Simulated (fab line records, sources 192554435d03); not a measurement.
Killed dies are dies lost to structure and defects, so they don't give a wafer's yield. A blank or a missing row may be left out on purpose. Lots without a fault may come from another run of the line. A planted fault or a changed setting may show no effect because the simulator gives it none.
Problem report in the 8D (eight disciplines) form, filled by code | flow n5_finfet | the parts of the form that need people (team, actions taken, sign-off) are left out

1. THE PROBLEM
VT_P_LVT at N5_BEOL_M4_RC_MEAS_101 reads a mean of -117.8 mV on 3 wafers of 3 lots; wafers without a fault read -99.3 mV with a standard deviation of 2.9. That is -6.4 standard deviations from the usual mean.
First seen on wafer L103.2, day 9 05:14, on prober-02. The record holds 27 wafers of 9 lots with a number at this step. Rule for "out", or "out of limits": more than 4 standard deviations from the usual mean. The other wafers with a number count as sound.

2. WHAT IT IS AND WHAT IT IS NOT
question                    | is                        | is not
which readings at this step | VT_P_LVT, VT_P, VT_P_LONG | DIBL_N, DIBL_P, IOFF_N, ION_N, SS_N, SS_P, VT_N
which lots                  | L103, L104, L106          | L100, L102, L117, L118, L120, L123
which wafers of those lots  | L103.2, L104.1, L106.4    | L103.5, L103.6, L104.5, L104.6, L106.3, L106.5
read on which gauges        | prober-01, prober-02      | -
when                        | from day 9 05:14          | up to then (8 sound wafers); but 16 sound wafers of L104, L106, L117, L118, L120, L123 came after

3. SUSPECTS, AND WHAT RULES EACH OUT
Counting: a tool at a process step up to the reading stays a suspect if it ran every lot that is out. Sound lots after the first of them don't rule it out here, since some wafers of a struck lot are sound.
- the gauge at N5_BEOL_M4_RC_MEAS_101: ruled out. The wafers that are out were read on 2 gauges (prober-01, prober-02).
- ald_metal-02 at N5_HKMG_FIN_PWFM_ALD_03 (deposits TiN, target thk 2 nm, pulse time 1 s, purge time 3 s): kept. It ran every lot that is out, first L103 (day 4 22:55); its last sound lot up to then is L102 (day 4 17:03).
Left after counting: ald_metal-02 at N5_HKMG_FIN_PWFM_ALD_03.

4. THE CAUSE (what the simulator had put in)
Process parameter drift: ald_metal-02, from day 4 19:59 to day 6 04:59, at N5_HKMG_FIN_PWFM_ALD_03. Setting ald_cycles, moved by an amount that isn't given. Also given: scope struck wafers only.
Counting left only this tool.

5. THE CHAIN OF EFFECTS, in route order
Each row: a reading whose mean over the struck wafers that have a number lies more than 3 standard deviations from the usual. Only readings for which the record gives a usual standard deviation are gone through. hours: the time from each lot's start at the first step in this table that gives one to its start at this step, as a median over the lots. sigmas: the change in usual standard deviations.
hours | step                    | reading          | usual          | on struck wafers | change    | sigmas
0     | N5_BEOL_M4_RC_MEAS_101  | IOFF_P_LIN       | 0.098 nA/um    | 0.050            | -0.048    | -3.4
0     | N5_BEOL_M4_RC_MEAS_101  | IOFF_P_LONG      | 0.000108 nA/um | 0.000076         | -0.000032 | -3.9
0     | N5_BEOL_M4_RC_MEAS_101  | ION_P            | 462 uA/um      | 433              | -29       | -3.5
0     | N5_BEOL_M4_RC_MEAS_101  | VT_P             | -250 mV        | -269             | -19       | -5.5
0     | N5_BEOL_M4_RC_MEAS_101  | VT_P_LONG        | -275.0 mV      | -293.2           | -18.2     | -6.3
0     | N5_BEOL_M4_RC_MEAS_101  | VT_P_LVT         | -99.3 mV       | -117.8           | -18.5     | -6.4
117   | N5_PASSIVATION_PROBE_49 | sort_bin_8_speed | 0.01 %         | 18.98            | +18.97    | +99 or more
117   | N5_PASSIVATION_PROBE_49 | sort_n_pass      | 1081           | 859              | -222      | -15
117   | N5_PASSIVATION_PROBE_49 | sort_yield_pct   | 91.6 %         | 72.8             | -18.8     | -16
The process steps in it:
- N5_PASSIVATION_PROBE_49

6. WHAT WOULD HAVE CAUGHT IT SOONER
In this record the first reading out of limits at a measuring or inspecting step was taken at day 9 05:14, 105 hours after the fault began at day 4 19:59.
Of the tool readings at N5_HKMG_FIN_PWFM_ALD_03 for which the record gives a usual standard deviation, none was out on any struck wafer, so an alarm limit of 4 standard deviations on them would not have fired.
All the lots that are out (3) had begun N5_HKMG_FIN_PWFM_ALD_03 on ald_metal-02 by day 9 05:14. A hold on the tool at that time would have spared none of them.
